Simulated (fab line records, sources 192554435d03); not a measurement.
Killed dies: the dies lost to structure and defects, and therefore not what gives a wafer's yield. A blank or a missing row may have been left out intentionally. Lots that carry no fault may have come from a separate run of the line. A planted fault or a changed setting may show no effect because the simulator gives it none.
Which tool was responsible? / flow n5 finfet / 36 wafers from 12 lots sampled at 6 of the route's 1938 steps

## WHAT EACH GAUGE READ, for each wafer
N5_BEOL_M7_CD_MEAS_35 targets a cd of 40 nm.
lot=L075; measured=day 8 18:35; on=cd sem-03; cd nm (nm)=39.8 39.6 40.5
lot=L077; measured=day 9 13:26; on=cd sem-01; cd nm (nm)=40.4 40.1 40.3
lot=L079; measured=day 9 22:45; on=cd sem-03; cd nm (nm)=40.8 41.0 40.4
lot=L081; measured=day 10 11:58; on=cd sem-03; cd nm (nm)=39.1 40.1 38.7
lot=L082; measured=day 10 20:17; on=cd sem-02; cd nm (nm)=39.7 39.7 39.6
lot=L085; measured=day 11 09:13; on=cd sem-02; cd nm (nm)=40.8 40.2 40.6
lot=L087; measured=day 11 23:02; on=cd sem-01; cd nm (nm)=40.1 40.3 39.9
lot=L090; measured=day 12 06:49; on=cd sem-03; cd nm (nm)=41.1 41.0 40.5
lot=L089; measured=day 12 16:06; on=cd sem-02; cd nm (nm)=40.5 40.8 41.2
lot=L093; measured=day 13 05:52; on=cd sem-02; cd nm (nm)=40.0 39.8 40.3
lot=L095; measured=day 13 14:23; on=cd sem-02; cd nm (nm)=41.0 41.2 41.3
lot=L097; measured=day 14 19:04; on=cd sem-03; cd nm (nm)=41.4 40.2 40.0

## WHAT TOOL EACH LOT RAN ON (gives the tool, then ch and the chambers of the sampled wafers, and finally the start)
lot=L075; N5_BEOL_M6_DEGAS_44=pvd sputter-02, day 8 11:52; N5_BEOL_M6_SPUTTER_48=pvd sputter-03, day 8 12:47; N5_BEOL_M6_CMP_52=cmp-02 ch 0,3, day 8 13:56; N5_BEOL_M7_ETCH_72=rie diel-01 ch 1,2, day 8 18:02; N5_BEOL_M7_STRIP_80=rie diel-01 ch 1,2, day 8 18:35 or earlier
lot=L077; N5_BEOL_M6_DEGAS_44=pvd sputter-02, day 9 03:07; N5_BEOL_M6_SPUTTER_48=pvd sputter-01, day 9 03:46; N5_BEOL_M6_CMP_52=cmp-04 ch 1,2, day 9 04:32; N5_BEOL_M7_ETCH_72=rie diel-03 ch 0,2,3, day 9 12:53; N5_BEOL_M7_STRIP_80=rie diel-03 ch 0,2,3, day 9 13:26 or earlier
lot=L079; N5_BEOL_M6_DEGAS_44=pvd sputter-01, day 9 14:19; N5_BEOL_M6_SPUTTER_48=pvd sputter-01, day 9 16:27; N5_BEOL_M6_CMP_52=cmp-03 ch 0,1,3, day 9 18:06; N5_BEOL_M7_ETCH_72=rie diel-03 ch 1,2,3, day 9 22:12; N5_BEOL_M7_STRIP_80=rie diel-03 ch 1,2,3, day 9 22:45 or earlier
lot=L081; N5_BEOL_M6_DEGAS_44=pvd sputter-01, day 10 06:27; N5_BEOL_M6_SPUTTER_48=pvd sputter-01, day 10 07:17; N5_BEOL_M6_CMP_52=cmp-03 ch 0,1,2, day 10 08:17; N5_BEOL_M7_ETCH_72=rie diel-01 ch 0,2,3, day 10 11:25; N5_BEOL_M7_STRIP_80=rie diel-01 ch 0,2,3, day 10 11:58 or earlier
lot=L082; N5_BEOL_M6_DEGAS_44=pvd sputter-03, day 10 13:02; N5_BEOL_M6_SPUTTER_48=pvd sputter-02, day 10 14:38; N5_BEOL_M6_CMP_52=cmp-03 ch 0,2,3, day 10 15:12; N5_BEOL_M7_ETCH_72=rie diel-01 ch 1,3, day 10 19:44; N5_BEOL_M7_STRIP_80=rie diel-01 ch 1,3, day 10 20:17 or earlier
lot=L085; N5_BEOL_M6_DEGAS_44=pvd sputter-03, day 11 01:02; N5_BEOL_M6_SPUTTER_48=pvd sputter-03, day 11 01:47; N5_BEOL_M6_CMP_52=cmp-04 ch 1,3, day 11 02:29; N5_BEOL_M7_ETCH_72=rie diel-03 ch 0,1, day 11 08:40; N5_BEOL_M7_STRIP_80=rie diel-03 ch 0,1, day 11 09:13 or earlier
lot=L087; N5_BEOL_M6_DEGAS_44=pvd sputter-03, day 11 18:18; N5_BEOL_M6_SPUTTER_48=pvd sputter-03, day 11 19:00; N5_BEOL_M6_CMP_52=cmp-04 ch 0,2,3, day 11 19:40; N5_BEOL_M7_ETCH_72=rie diel-05 ch 0,2, day 11 22:29; N5_BEOL_M7_STRIP_80=rie diel-05 ch 0,2, day 11 23:02 or earlier
lot=L090; N5_BEOL_M6_DEGAS_44=pvd sputter-03, day 11 23:35; N5_BEOL_M6_SPUTTER_48=pvd sputter-03, day 12 00:31; N5_BEOL_M6_CMP_52=cmp-04 ch 0,2, day 12 01:10; N5_BEOL_M7_ETCH_72=rie diel-03 ch 0,1,2, day 12 06:16; N5_BEOL_M7_STRIP_80=rie diel-03 ch 0,1,2, day 12 06:49 or earlier
lot=L089; N5_BEOL_M6_DEGAS_44=pvd sputter-01, day 12 10:55; N5_BEOL_M6_SPUTTER_48=pvd sputter-02, day 12 11:30; N5_BEOL_M6_CMP_52=cmp-02 ch 0,1, day 12 12:02; N5_BEOL_M7_ETCH_72=rie diel-01 ch 0,1,2, day 12 15:33; N5_BEOL_M7_STRIP_80=rie diel-01 ch 0,1,2, day 12 16:06 or earlier
lot=L093; N5_BEOL_M6_DEGAS_44=pvd sputter-01, day 12 22:55; N5_BEOL_M6_SPUTTER_48=pvd sputter-03, day 12 23:43; N5_BEOL_M6_CMP_52=cmp-02 ch 2,3, day 13 00:14; N5_BEOL_M7_ETCH_72=rie diel-01 ch 0,3, day 13 05:19; N5_BEOL_M7_STRIP_80=rie diel-01 ch 0,3, day 13 05:52 or earlier
lot=L095; N5_BEOL_M6_DEGAS_44=pvd sputter-02, day 13 09:49; N5_BEOL_M6_SPUTTER_48=pvd sputter-03, day 13 10:27; N5_BEOL_M6_CMP_52=cmp-04 ch 0,2,3, day 13 10:58; N5_BEOL_M7_ETCH_72=rie diel-01 ch 0,1,2, day 13 13:50; N5_BEOL_M7_STRIP_80=rie diel-01 ch 0,1,2, day 13 14:23 or earlier
lot=L097; N5_BEOL_M6_DEGAS_44=pvd sputter-03, day 14 12:56; N5_BEOL_M6_SPUTTER_48=pvd sputter-03, day 14 13:46; N5_BEOL_M6_CMP_52=cmp-03 ch 0,1,2, day 14 14:37; N5_BEOL_M7_ETCH_72=rie diel-05 ch 0,2, day 14 18:31; N5_BEOL_M7_STRIP_80=rie diel-05 ch 0,2, day 14 19:04 or earlier
- N5_BEOL_M6_DEGAS_44: time 60 s.
- N5_BEOL_M6_SPUTTER_48: material Cu, target thk 10 nm, time 1.667 s.
- N5_BEOL_M6_CMP_52: polishes, stops on SiCOH lowk, t overpolish 6.9 s, target thk 80 nm.
- N5_BEOL_M7_ETCH_72: etches underlayer in N2/H2, target depth 6.5 nm, time 5.2 s.
- N5_BEOL_M7_STRIP_80: strips in N2/H2, time 10 s.

## THE ANSWER, worked out from the rows above alone
Rule: the lots themselves supply what counts as usual. The widest of any qualifying gaps counts: lots, ordered by their means at a reading, are off when they make up no more than a third of the lots, leave a main group of 4 or more, and stand apart from it by 3 or more times the standard deviation of that group's means. If all means in a main group match to the digits the tables above print for the reading, that group is not used. Also off: a lot with no number at a reading for which 4 or more lots have one. Any other lot the step has rows for is counted as sound.
Across all readings shown, no lot is off: no conclusion can be drawn from this.

## WHAT THE SIMULATOR HAD PUT IN
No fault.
